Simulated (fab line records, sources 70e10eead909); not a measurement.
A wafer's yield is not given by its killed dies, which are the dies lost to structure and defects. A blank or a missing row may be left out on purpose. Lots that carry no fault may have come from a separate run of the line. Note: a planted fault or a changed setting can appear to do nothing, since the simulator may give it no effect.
fab line records	flow nand_harc
record: lots: 5	wafers: 15	last_day: 31
route steps=1302 shown P_M0@282 P_M1@285 END@1302
lots that met no fault: from a run of the same line without faults
start_h: hours from the record's opening day to when the first of the lot's shown wafers began	wait_h: how many hours have passed since the lot's step before this one	" repeats the value in the row above	L1.1+2: a row that stands for several wafers	- no value, or no start given	* or withheld: withheld	< > ~ a bound
route shown NAME@n: NAME is a module with steps in the file, n the number in the route of the first one	usual: mean/standard deviation taken from wafers without a fault	same: alike in all rows	chamber/n: place in a boat	sites: the reading at each site	_std_site: standard deviation of those values	_edge_site: outer sites' mean less inner sites'	radius_mm: for every site, how far away it sits from the centre of the wafer	mask NAME#n: copy n	behind: the most recent tool/chamber to have shaped the wafer	hold: why the lot went on hold/how many hours it stayed there/how the hold came to an end	device: the transistor (n, p or np) that didn't switch	end of line: at the end of the route, the tests of the same wafers	for a step that has no rows: nothing shown but its recipe	killed: the dies lost at the first sort to structure and to defects; this is not the yield of the wafer	map: a wafer's dies, x killed, . not, _ none there
set.NAME: the setting the step ran with; set.NAME@STEP: the setting that earlier step ran with	model.NAME: the simulator's own value behind a step, which no gauge read
lots seen at some steps along the route; tables by step, rows by wafer
services: the hour from which a tool's chamber was out of use, counted from the record's first day as start_h (under 0 if before that day), plus the number of hours and why
== steps ==
step: NHARC_P_M0_INSPECT_27
usual: raw_defect_count: 284/120
lot.wafer	tool	chamber	start_h	wait_h	raw_defect_count
L982.2	defect_inspect-01	-	129.60	0.0	191
L982.4	"	-	"	"	136
L982.5	"	-	"	"	148
L989.2	defect_inspect-02	-	204.60	0.0	177
L989.3	"	-	"	"	254
L989.6	"	-	"	"	354
L990.2	defect_inspect-01	-	208.69	0.0	199
L990.3	"	-	"	"	161
L990.6	"	-	"	"	195
L991.1	defect_inspect-01	-	218.29	0.0	613
L991.4	"	-	"	"	270
L991.5	"	-	"	"	520
L100.3	defect_inspect-01	-	306.19	0.0	181
L100.5	"	-	"	"	183
L100.6	"	-	"	"	219
step: NHARC_P_M0_PRE_CLEAN_31
recipe: time_s: 12	temp_c: 370	rf_power_w: 300	gas: NH3
usual: heater_power_w: 640/78	rf_fwd_power_W: 292.5/0.94	susceptor_temp_C: 369.96/0.19
lot.wafer	tool	chamber	start_h	wait_h	heater_power_w	rf_fwd_power_W	susceptor_temp_C
L982.2	pecvd-03	0	129.66	0.1	669	292.9	370.20
L982.5	"	0	"	"	682	293.4	370.10
L982.4	"	1	"	"	751	291.4	369.78
L989.2	pecvd-02	0	204.67	0.1	537	292.6	370.21
L989.3	"	1	"	"	826	293.4	369.98
L989.6	"	0	"	"	553	292.0	369.96
L990.3	pecvd-02	2	208.76	0.1	631	291.9	369.95
L990.2	"	0	"	"	519	293.3	370.20
L990.6	"	2	"	"	633	292.4	370.07
L991.1	pecvd-03	2	218.37	0.1	533	293.1	369.42
L991.4	"	1	"	"	649	292.2	369.95
L991.5	"	2	"	"	534	292.3	369.63
L100.3	pecvd-02	2	306.29	0.1	643	294.0	369.67
L100.5	"	0	"	"	631	292.8	369.76
L100.6	"	2	"	"	635	293.8	369.88
step: NHARC_P_M0_DEP_32
recipe: target_thk_a: 300	temp_c: 370	target_thk_nm: 30	pressure_torr: 3	flow_sccm: 200	rf_w: 450	material: SiCN
usual: heater_power_w: 589/76	rf_fwd_power_W: 449.2/1.3	susceptor_temp_C: 369.98/0.2
lot.wafer	tool	chamber	start_h	wait_h	heater_power_w	rf_fwd_power_W	susceptor_temp_C
L982.2	pecvd-03	0	129.74	0.1	621	449.0	369.91
L982.5	"	0	"	"	620	448.8	370.06
L982.4	"	1	"	"	664	450.1	369.76
L989.2	pecvd-02	0	204.75	0.1	472	447.2	369.80
L989.3	"	1	"	"	755	450.7	369.79
L989.6	"	0	"	"	488	448.3	370.15
L990.3	pecvd-02	2	208.84	0.1	525	449.1	369.96
L990.2	"	0	"	"	469	449.4	369.87
L990.6	"	2	"	"	512	448.9	370.06
L991.1	pecvd-03	2	218.48	0.1	522	446.8	370.16
L991.4	"	1	"	"	666	447.7	369.90
L991.5	"	2	"	"	515	448.8	370.25
L100.3	pecvd-02	2	306.43	0.1	538	450.2	369.74
L100.5	"	0	"	"	546	450.5	370.14
L100.6	"	2	"	"	557	449.9	370.00
step: NHARC_P_M1_DEP_00
recipe: target_thk_a: 1825	target_thk_nm: 182.5	temp_c: withheld	pressure_torr: 5	flow_sccm: 200	rf_w: 600	material: SiOC
step: NHARC_P_M1_DEHYDRATE_01
recipe: temp_c: 150	time_s: 120
step: NHARC_P_M1_HMDS_02
recipe: time_s: 30
step: NHARC_P_M1_COAT_34
recipe: temp_c: 200	time_s: 65
step: NHARC_P_M1_COAT_03
recipe: spin_rpm: 1500	resist_thk_nm: 90
step: NHARC_P_M1_SOFTBAKE_04
recipe: temp_c: 105	time_s: 55
step: NHARC_P_M1_EBR_05
step: NHARC_P_M1_EXPOSE_06
recipe: na: 1.35	target_cd_nm: 130	dose_mj: 81.88	mask_id: P_M1
step: NHARC_P_M1_PEB_07
recipe: peb_temp_c: 100	peb_time_s: 65
lot.wafer	tool	chamber	start_h	wait_h
L982.2+4+5	litho_track-06	0	130.79	0.1
L989.2+3+6	litho_track-01	0	205.92	0.1
L990.2+3+6	litho_track-06	0	209.88	0.1
L991.1+4+5	litho_track-04	0	219.60	0.1
L100.3+5+6	litho_track-04	0	307.51	0.0
step: NHARC_P_M1_DEVELOP_08
recipe: develop_time_s: 35	dev_temp_c: 23
step: NHARC_P_M1_CD_MEAS_09
recipe: target_cd_nm: 130	landing_energy_ev: 500
usual: cd_nm: 130.2/0.83
lot.wafer	tool	chamber	start_h	wait_h	cd_nm
L982.2	cd_sem-02	0	130.87	-	131.3
L982.4	"	0	"	"	131.4
L982.5	"	0	"	"	131.4
L989.2	cd_sem-02	0	206.00	-	129.3
L989.3	"	0	"	"	129.4
L989.6	"	0	"	"	130.0
L990.2	cd_sem-01	0	209.96	-	131.6
L990.3	"	0	"	"	130.9
L990.6	"	0	"	"	130.2
L991.1	cd_sem-03	0	219.68	-	129.6
L991.4	"	0	"	"	128.0
L991.5	"	0	"	"	128.5
L100.3	cd_sem-01	0	307.59	-	132.4
L100.5	"	0	"	"	130.4
L100.6	"	0	"	"	128.5
step: NHARC_P_M1_OVL_MEAS_10
recipe: pitch_nm: 260
usual: overlay_x_nm: -0.1/0.93	overlay_y_nm: -0.4/0.84
lot.wafer	tool	chamber	start_h	wait_h	overlay_x_nm	overlay_y_nm
L982.2	overlay-02	-	130.96	-	-1.1	-1.1
L982.4	"	-	"	"	-1.0	-1.5
L982.5	"	-	"	"	-1.4	-1.3
L989.2	overlay-01	-	206.08	-	0.9	-1.5
L989.3	"	-	"	"	0.7	-1.7
L989.6	"	-	"	"	0.5	-1.8
L990.2	overlay-02	-	210.05	-	-0.2	-1.4
L990.3	"	-	"	"	-0.7	-0.9
L990.6	"	-	"	"	-1.0	-1.4
L991.1	overlay-02	-	219.77	-	-1.2	0.8
L991.4	"	-	"	"	-1.4	0.7
L991.5	"	-	"	"	-1.2	0.1
L100.3	overlay-02	-	307.67	-	-0.7	-1.3
L100.5	"	-	"	"	-0.5	-1.5
L100.6	"	-	"	"	0.4	-1.4
step: NHARC_P_M1_INSPECT_11
usual: raw_defect_count: 5/3.1
lot.wafer	tool	chamber	start_h	wait_h	raw_defect_count
L982.2	defect_inspect-02	-	131.00	0.0	9
L982.4	"	-	"	"	10
L982.5	"	-	"	"	12
L989.2	defect_inspect-02	-	206.12	0.0	3
L989.3	"	-	"	"	7
L989.6	"	-	"	"	4
L990.2	defect_inspect-02	-	210.08	0.0	3
L990.3	"	-	"	"	4
L990.6	"	-	"	"	4
L991.1	defect_inspect-02	-	219.81	0.0	7
L991.4	"	-	"	"	5
L991.5	"	-	"	"	2
L100.3	defect_inspect-02	-	307.71	0.0	12
L100.5	"	-	"	"	10
L100.6	"	-	"	"	10
step: NHARC_P_M1_DESCUM_14
recipe: time_s: 3	o2_flow_sccm: 200	ar_flow_sccm: 0	bias_power_w: 0	chemistry: O2
usual: drypump_motor_current_A: 5.7/0.36	o2_flow_sccm: 200.0/0.59	oes_product_au: 1.002/0.014	rf_vpp_V: 57.7/0.88	showerhead_plenum_p_Torr: 1.92/0.087	throttle_valve_pct: 11.312/0.0092
lot.wafer	tool	chamber	start_h	wait_h	drypump_motor_current_A	o2_flow_sccm	oes_product_au	rf_hours_counter_h	rf_vpp_V	showerhead_plenum_p_Torr	throttle_valve_pct	model.P_M1.cd_nm
L982.4	rie_diel-13	3	131.07	0.1	6.0	200.5	0.988	40	57.4	1.93	11.314	130.4
L982.2	"	0	"	"	5.3	200.2	0.991	32	58.6	1.93	11.323	131.6
L982.5	"	2	"	"	4.9	200.0	0.987	-	57.8	1.85	11.316	131.5
L989.2	rie_diel-08	0	206.18	0.1	5.5	199.8	1.008	0	56.6	1.88	11.312	128.6
L989.3	"	3	"	"	5.6	199.9	1.000	1	56.3	1.84	11.298	128.4
L989.6	"	0	"	"	5.5	200.1	1.012	-	59.0	1.88	11.316	129.2
L990.3	rie_diel-13	0	210.16	0.1	5.3	200.8	1.000	9	59.8	1.93	11.336	130.8
L990.2	"	1	"	"	6.5	200.1	1.029	11	57.8	2.07	11.326	130.9
L990.6	"	2	"	"	4.9	200.4	1.003	-	57.7	1.84	11.309	130
L991.4	rie_diel-08	2	219.88	0.1	5.8	200.2	0.999	1	58.5	2.07	11.321	128.8
L991.1	"	3	"	"	5.6	199.5	1.004	1	57.8	1.84	11.317	128.7
L991.5	"	2	"	"	5.8	199.8	0.997	-	58.5	2.06	11.308	128.7
L100.3	rie_diel-11	3	307.78	0.1	6.2	200.2	1.032	3	59.4	1.95	11.317	133.2
L100.6	"	2	"	"	5.4	199.5	1.022	-	59.1	2.03	11.301	129.4
L100.5	"	3	"	"	6.1	199.1	1.034	-	57.8	1.95	11.301	130.8
step: NHARC_P_M1_ETCH_35
recipe: target_depth_a: 400	overetch_a: 120	time_s: 43.94	ion_energy_ev: 200	n2_flow_sccm: 150	h2_flow_sccm: 150	ar_flow_sccm: 0	rf_w: 400	bias_w: 150	chemistry: N2/H2
usual: drypump_motor_current_A: 5.7/0.36	oes_product_au: 1.003/0.013	rf_fwd_power_W: 395.5/1.6	rf_vpp_V: 430.5/2.6	showerhead_plenum_p_Torr: 2.04/0.089	throttle_valve_pct: 14.172/0.009
lot.wafer	tool	chamber	start_h	wait_h	drypump_motor_current_A	oes_product_au	rf_fwd_power_W	rf_hours_counter_h	rf_vpp_V	showerhead_plenum_p_Torr	throttle_valve_pct
L982.4	rie_diel-13	2	131.14	0.1	4.9	1.004	391.7	44	429.3	1.97	14.168
L982.2	"	0	"	"	5.3	0.999	394.9	32	431.9	2.06	14.179
L982.5	"	3	"	"	6.0	0.987	393.5	-	430.8	2.06	14.171
L989.2	rie_diel-08	1	206.27	0.1	5.6	1.010	394.8	0	428.0	1.96	14.172
L989.3	"	2	"	"	5.8	0.990	394.9	0	436.5	2.21	14.172
L989.6	"	2	"	"	5.8	0.987	395.1	-	432.3	2.21	14.164
L990.2	rie_diel-13	0	210.23	0.1	5.3	1.009	393.3	9	430.9	2.05	14.171
L990.3	"	2	"	"	4.9	1.002	392.4	11	428.1	1.96	14.170
L990.6	"	0	"	"	5.3	1.010	393.1	-	431.1	2.05	14.179
L991.4	rie_diel-08	0	219.95	0.1	5.5	0.998	396.1	2	430.6	2.00	14.166
L991.1	"	3	"	"	5.6	0.997	394.9	1	427.9	1.96	14.170
L991.5	"	1	"	"	5.6	1.002	397.1	-	428.6	1.96	14.183
L100.3	rie_diel-11	2	307.87	0.1	5.4	1.012	394.0	3	433.8	2.16	14.160
L100.5	"	0	"	"	5.4	1.005	397.7	-	429.5	1.98	14.180
L100.6	"	1	"	"	6.3	0.972	396.3	-	431.4	2.03	14.166
step: NHARC_P_M1_ETCH_15
recipe: target_depth_a: 1825	time_s: 91.2	c4f8_flow_sccm: withheld	ar_flow_sccm: 400	rf_w: 600	bias_w: 300	chemistry: C4F8/Ar
usual: oes_product_au: 0.957/0.024	rf_fwd_power_W: 596.3/2.2	rf_vpp_V: 440.9/2.7
lot.wafer	tool	chamber	start_h	wait_h	oes_product_au	rf_fwd_power_W	rf_hours_counter_h	rf_vpp_V
L982.4	rie_diel-13	0	-	-	0.967	594.1	32	443.7
L982.2	"	1	"	"	0.936	592.8	44	437.9
L982.5	"	0	"	"	0.972	594.7	-	442.4
L989.2	rie_diel-08	3	-	-	0.976	597.5	1	437.5
L989.3	"	2	"	"	0.965	593.5	0	444.9
L989.6	"	3	"	"	0.978	594.4	-	437.7
L990.3	rie_diel-13	0	-	-	0.978	594.4	10	440.5
L990.2	"	3	"	"	0.965	595.8	10	441.1
L990.6	"	0	"	"	0.982	594.0	-	442.4
L991.1	rie_diel-08	3	-	-	0.976	595.0	2	437.7
L991.4	"	0	"	"	0.981	598.4	2	439.2
L991.5	"	2	"	"	0.949	594.7	-	446.0
L100.3	rie_diel-11	2	-	-	0.982	598.3	3	444.7
L100.5	"	0	"	"	0.990	598.3	-	439.3
L100.6	"	1	"	"	0.960	593.9	-	441.5
step: NHARC_P_M1_CD_MEAS_16
usual: cd_nm: 129.9/1.1
lot.wafer	tool	chamber	start_h	wait_h	cd_nm
L982.2	cd_sem-02	-	131.36	-	132.0
L982.4	"	-	"	"	130.3
L982.5	"	-	"	"	131.4
L989.2	cd_sem-03	-	206.49	-	128.8
L989.3	"	-	"	"	128.4
L989.6	"	-	"	"	129.3
L990.2	cd_sem-03	-	210.45	-	131.1
L990.3	"	-	"	"	130.8
L990.6	"	-	"	"	130.0
L991.1	cd_sem-02	-	220.17	-	128.8
L991.4	"	-	"	"	129.4
L991.5	"	-	"	"	129.1
L100.3	cd_sem-02	-	308.08	-	133.2
L100.5	"	-	"	"	131.1
L100.6	"	-	"	"	129.0
step: NHARC_P_M1_STRIP_18
recipe: power_w: 1000	n2_flow_sccm: 150	h2_flow_sccm: 150	ar_flow_sccm: 0	bias_w: 0	chemistry: N2/H2
usual: drypump_motor_current_A: 5.7/0.39	oes_product_au: 1.003/0.013	rf_fwd_power_W: 997.2/2.9	rf_vpp_V: 90.7/0.99	showerhead_plenum_p_Torr: 2.05/0.091	throttle_valve_pct: 14.172/0.0088
lot.wafer	tool	chamber	start_h	wait_h	drypump_motor_current_A	oes_product_au	rf_fwd_power_W	rf_hours_counter_h	rf_vpp_V	showerhead_plenum_p_Torr	throttle_valve_pct
L982.4	rie_diel-08	1	131.44	0.1	5.6	1.010	996.8	8	90.1	1.96	14.174
L982.2	"	2	"	"	5.8	0.999	995.9	6	91.6	2.21	14.169
L982.5	"	1	"	"	5.6	1.002	999.0	-	89.8	1.96	14.168
L989.2	rie_diel-13	3	206.56	0.1	6.1	1.004	999.4	9	90.3	2.05	14.174
L989.3	"	2	"	"	4.9	1.001	993.1	10	89.9	1.96	14.163
L989.6	"	0	"	"	5.3	0.986	1000.4	-	90.6	2.05	14.172
L990.3	rie_diel-11	1	210.52	0.1	6.3	0.980	1000.7	12	90.5	2.03	14.159
L990.2	"	3	"	"	6.2	1.012	998.7	12	91.3	2.08	14.173
L990.6	"	1	"	"	6.3	0.990	996.9	-	91.1	2.03	14.161
L991.4	rie_diel-11	2	220.27	0.1	5.4	0.991	996.8	10	91.2	2.17	14.180
L991.1	"	0	"	"	5.4	1.003	1004.3	13	89.1	1.98	14.179
L991.5	"	2	"	"	5.3	0.991	996.7	-	91.4	2.17	14.180
L100.3	rie_diel-08	2	308.20	0.1	5.8	0.970	996.1	8	91.7	2.20	14.178
L100.5	"	0	"	"	5.5	0.988	995.0	-	90.5	2.00	14.164
L100.6	"	1	"	"	5.6	0.995	998.4	-	89.9	1.96	14.167
step: NHARC_P_M1_ETCH_28
recipe: target_depth_a: 300	over_etch_frac: 0.3	time_s: 72.99	ion_energy_ev: 150	cf4_flow_sccm: 50	n2_flow_sccm: 100	ar_flow_sccm: 150	rf_w: 300	bias_w: 100	chemistry: CF4/N2
usual: drypump_motor_current_A: 5.7/0.38	oes_product_au: 1.002/0.014	rf_fwd_power_W: 297.6/1	rf_vpp_V: 314.3/1.9	showerhead_plenum_p_Torr: 2.64/0.1	throttle_valve_pct: 19.794/0.009
lot.wafer	tool	chamber	start_h	wait_h	drypump_motor_current_A	oes_product_au	rf_fwd_power_W	rf_hours_counter_h	rf_vpp_V	showerhead_plenum_p_Torr	throttle_valve_pct	model.P_M1.cd_nm
L982.2	rie_diel-08	2	-	-	5.8	1.010	296.0	6	317.1	2.82	19.788	132
L982.4	"	0	"	"	5.5	1.030	298.3	8	312.4	2.58	19.797	130.7
L982.5	"	2	"	"	5.8	1.006	295.4	-	317.8	2.82	19.800	131.4
L989.2	rie_diel-13	3	-	-	6.0	1.003	295.6	9	313.8	2.64	19.806	128.4
L989.3	"	1	"	"	6.5	1.027	296.7	10	317.6	2.83	19.804	128
L989.6	"	0	"	"	5.3	1.005	296.9	-	314.7	2.64	19.822	128.8
L990.2	rie_diel-11	2	-	-	5.4	0.987	298.1	8	316.7	2.78	19.801	131.2
L990.3	"	3	"	"	6.2	1.021	298.0	12	315.3	2.68	19.785	130.3
L990.6	"	0	"	"	5.3	1.012	298.5	-	314.0	2.56	19.802	130.1
L991.1	rie_diel-11	2	-	-	5.4	0.982	296.2	10	315.9	2.78	19.796	128.3
L991.4	"	3	"	"	6.2	1.015	299.0	14	315.1	2.68	19.791	128.9
L991.5	"	2	"	"	5.4	0.990	297.5	-	317.0	2.78	19.809	129.1
L100.3	rie_diel-08	2	-	-	5.8	0.975	298.0	8	317.8	2.82	19.802	133.3
L100.5	"	1	"	"	5.6	0.999	298.9	-	312.3	2.53	19.791	130.8
L100.6	"	2	"	"	5.8	0.980	298.7	-	317.6	2.82	19.790	129.7
step: NHARC_P_M1_STRIP_19
recipe: time_s: 600	temp_c: 30	chemistry: post_etch_residue_remover
step: NHARC_END_SORT_01
recipe: temp_c: 25
usual: defect_limited_yield: 90/3.1	killed_at_array: 59/20	killed_at_other: 0.8/1.1	killed_at_periphery: 5/3.1	killed_dies: 64/21	killed_open: 3.4/1.9	killed_short: 2.3/1.7
same: gross_dies: 677
lot.wafer	tool	chamber	start_h	wait_h	defect_limited_yield[%]	killed_at_array	killed_at_other	killed_at_periphery	killed_dies	killed_open	killed_short
L982.2	prober-01	0	574.99	2.8	87	79	0	9	88	2	1
L982.4	prober-01	0	576.57	3.3	86	83	1	8	92	6	2
L982.5	prober-01	0	577.35	3.6	86	84	0	8	92	5	2
L990.2	prober-02	0	635.31	2.8	90	64	0	2	66	1	3
L990.3	prober-02	0	636.12	3.1	91	56	0	4	60	2	0
L990.6	prober-02	0	638.55	4.0	91	58	0	3	61	2	0
L991.1	prober-02	0	645.56	2.5	94	39	1	4	44	5	0
L991.4	prober-02	0	647.96	3.4	89	70	0	5	75	2	5
L991.5	prober-02	0	648.76	3.7	93	46	0	0	46	3	2
L989.2	prober-01	0	646.37	2.8	92	48	1	2	51	3	4
L989.3	prober-01	0	647.16	3.1	93	41	0	4	45	2	0
L989.6	prober-01	0	649.55	4.0	93	43	0	3	46	6	3
L100.3	prober-02	0	747.42	3.1	91	52	1	10	63	5	4
L100.5	prober-02	0	749.01	3.7	86	81	2	10	93	2	3
L100.6	prober-02	0	749.80	4.0	86	86	2	10	98	5	1
killed by level:class
L982.2 A_CHANNEL_HOLE_D1:chamber_film_flake=31 A_CHANNEL_HOLE_D2:chamber_film_flake=29 A_STAIRCASE:chamber_film_flake=11 P_M0:chamber_film_flake=5 P_CONTACT:chamber_film_flake=3 A_WL_FILL:chamber_film_flake=2 A_CONTACT:chamber_film_flake=2 A_SOURCE_PLATE:geometric_particle:open=1
L982.4 A_CHANNEL_HOLE_D2:chamber_film_flake=34 A_CHANNEL_HOLE_D1:chamber_film_flake=29 A_STAIRCASE:chamber_film_flake=5 A_CONTACT:chamber_film_flake=5 P_ZERO_WELL:chamber_film_flake=3 A_WL_FILL:chamber_film_flake=3 A_ONON_D2:geometric_particle:open=2 P_M0:geometric_particle:open=1
L982.5 A_CHANNEL_HOLE_D1:chamber_film_flake=35 A_CHANNEL_HOLE_D2:chamber_film_flake=28 A_STAIRCASE:chamber_film_flake=7 A_CONTACT:chamber_film_flake=5 P_CONTACT:chamber_film_flake=4 P_CONTACT:geometric_particle:open=1 P_M0:geometric_particle:open=1 A_ONON_D2:geometric_particle:open=1
L990.2 A_CHANNEL_HOLE_D1:chamber_film_flake=30 A_CHANNEL_HOLE_D2:chamber_film_flake=14 A_CONTACT:chamber_film_flake=10 A_WL_FILL:chamber_film_flake=3 A_DECK1_JOINT:chamber_film_flake=2 P_CONTACT:geometric_particle:short=1 A_ONON_D2:geometric_particle:short=1 A_ONON_D2:geometric_particle:open=1
L990.3 A_CHANNEL_HOLE_D1:chamber_film_flake=31 A_CHANNEL_HOLE_D2:chamber_film_flake=13 A_CONTACT:chamber_film_flake=5 A_SLIT:chamber_film_flake=3 P_GATE:chamber_film_flake=2 A_WL_FILL:chamber_film_flake=2 P_CONTACT:geometric_particle:open=1 A_ONON_D2:geometric_particle:open=1
L990.6 A_CHANNEL_HOLE_D1:chamber_film_flake=33 A_CHANNEL_HOLE_D2:chamber_film_flake=13 A_CONTACT:chamber_film_flake=6 A_BONDPAD:chamber_film_flake=3 P_M2:geometric_particle:open=1 A_SOURCE_PLATE:geometric_particle:open=1 P_ZERO_WELL:chamber_film_flake=1 P_GATE:chamber_film_flake=1
L991.1 A_SLIT:chamber_film_flake=23 A_CHANNEL_HOLE_D2:chamber_film_flake=7 A_ONON_D1:geometric_particle:open=2 P_STI:chamber_film_flake=2 A_CHANNEL_HOLE_D1:chamber_film_flake=2 P_CONTACT:geometric_particle:open=1 A_CHANNEL_FILL_D1:geometric_particle:open=1 A_M1:geometric_particle:open=1
L989.2 A_CHANNEL_HOLE_D2:chamber_film_flake=36 A_CHANNEL_FILL_D1:geometric_particle:short=2 A_CHANNEL_FILL_D2:geometric_particle:short=2 A_CHANNEL_HOLE_D1:chamber_film_flake=2 A_STAIRCASE:chamber_film_flake=2 P_M1:geometric_particle:open=1 A_CHANNEL_HOLE_D2:geometric_particle:open=1 A_CHANNEL_FILL_D2:geometric_particle:open=1
L989.3 A_CHANNEL_HOLE_D2:chamber_film_flake=32 P_GATE:chamber_film_flake=3 A_CHANNEL_HOLE_D1:chamber_film_flake=2 A_SLIT:chamber_film_flake=2 A_BONDPAD:chamber_film_flake=2 P_M0:geometric_particle:open=1 A_CHANNEL_FILL_D1:geometric_particle:open=1 A_WL_FILL:chamber_film_flake=1
L991.4 A_SLIT:chamber_film_flake=29 A_CHANNEL_HOLE_D2:chamber_film_flake=17 A_M1:chamber_film_flake=7 A_ZERO_WELL:chamber_film_flake=4 A_CONTACT:chamber_film_flake=4 P_ZERO_WELL:chamber_film_flake=3 A_CHANNEL_HOLE_D1:chamber_film_flake=3 A_DECK1_JOINT:geometric_particle:short=2
L991.5 A_SLIT:chamber_film_flake=20 A_CHANNEL_HOLE_D2:chamber_film_flake=6 A_CONTACT:chamber_film_flake=5 A_CHANNEL_HOLE_D1:chamber_film_flake=4 A_ONON_D1:geometric_particle:open=2 A_M1:chamber_film_flake=2 A_ONON_D1:geometric_particle:short=1 A_CHANNEL_FILL_D1:geometric_particle:short=1
L989.6 A_CHANNEL_HOLE_D2:chamber_film_flake=31 A_CHANNEL_FILL_D1:geometric_particle:open=2 A_DECK1_JOINT:geometric_particle:short=2 P_GATE:chamber_film_flake=2 P_M0:geometric_particle:open=1 A_CHANNEL_FILL_D1:geometric_particle:short=1 A_DECK1_JOINT:geometric_particle:open=1 A_CHANNEL_FILL_D2:geometric_particle:open=1
L100.3 A_SLIT:chamber_film_flake=16 A_CHANNEL_HOLE_D2:chamber_film_flake=13 A_CHANNEL_FILL_D1:chamber_film_flake=6 P_M0:chamber_film_flake=4 A_WL_FILL:chamber_film_flake=3 A_ONON_D1:geometric_particle:open=2 P_STI:chamber_film_flake=2 P_GATE:chamber_film_flake=2
L100.5 A_CHANNEL_HOLE_D2:chamber_film_flake=31 A_SLIT:chamber_film_flake=26 A_CHANNEL_HOLE_D1:chamber_film_flake=6 P_CONTACT:chamber_film_flake=4 P_M0:chamber_film_flake=4 A_STAIRCASE:chamber_film_flake=4 A_CONTACT:chamber_film_flake=4 A_CHANNEL_FILL_D1:chamber_film_flake=3
L100.6 A_SLIT:chamber_film_flake=33 A_CHANNEL_HOLE_D2:chamber_film_flake=18 A_CHANNEL_HOLE_D1:chamber_film_flake=8 A_STAIRCASE:chamber_film_flake=6 A_WL_FILL:chamber_film_flake=6 P_CONTACT:chamber_film_flake=5 A_CONTACT:chamber_film_flake=4 A_CHANNEL_FILL_D1:chamber_film_flake=3
== services ==
tool	chamber	start_h	hours	kind
rie_diel-08	0	120.81	-	clean
rie_diel-08	1	120.81	-	clean
rie_diel-08	2	120.81	-	clean
rie_diel-08	3	120.81	-	clean
rie_diel-08	0	145.31	-	clean
rie_diel-08	1	145.31	-	clean
rie_diel-08	2	145.31	-	clean
rie_diel-08	3	145.31	-	clean
rie_diel-08	1	151.33	4.0	repair
rie_diel-08	-	154.47	1.6	repair
litho_track-01	-	155.00	7.0	pm
rie_diel-13	-	165.12	9.0	pm
pecvd-02	1	176.22	12.1	repair
rie_diel-08	0	176.66	12.7	repair
litho_track-06	-	179.00	7.0	pm
pecvd-03	-	185.00	13.0	pm
rie_diel-08	-	190.81	9.0	pm
litho_track-04	-	203.00	7.0	pm
rie_diel-13	3	222.52	3.8	repair
pecvd-02	-	227.41	13.0	pm
pecvd-03	1	230.68	21.7	repair
pecvd-03	2	237.38	6.5	repair
rie_diel-11	-	255.52	9.0	pm
rie_diel-13	-	283.17	0.4	repair
== key ==
first_sign: step: NHARC_P_M1_CD_MEAS_16	reading: cd_nm	direction: up	sigmas: 3	usual: 129.9	struck: 133.2
effect none on later readings
model_effect: step: NHARC_P_M1_DESCUM_14	value: P_M1.cd_nm	without: 130.4	struck: 133.2
model_effect: step: NHARC_P_M1_ETCH_28	value: P_M1.cd_nm	without: 130.5	struck: 133.3
met_at NHARC_P_M1_PEB_07
struck_wafers L100.3
onset_between 219.60 307.51
fault: kind: process_parameter_drift	tool: litho_track-04	chamber: -	onset_h: 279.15	steps: NHARC_P_M1_PEB_07	channel: peb_time_s	offset: *	shape: step	end_h: 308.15	scope: struck_wafers_only	acts_in: *	stated: *
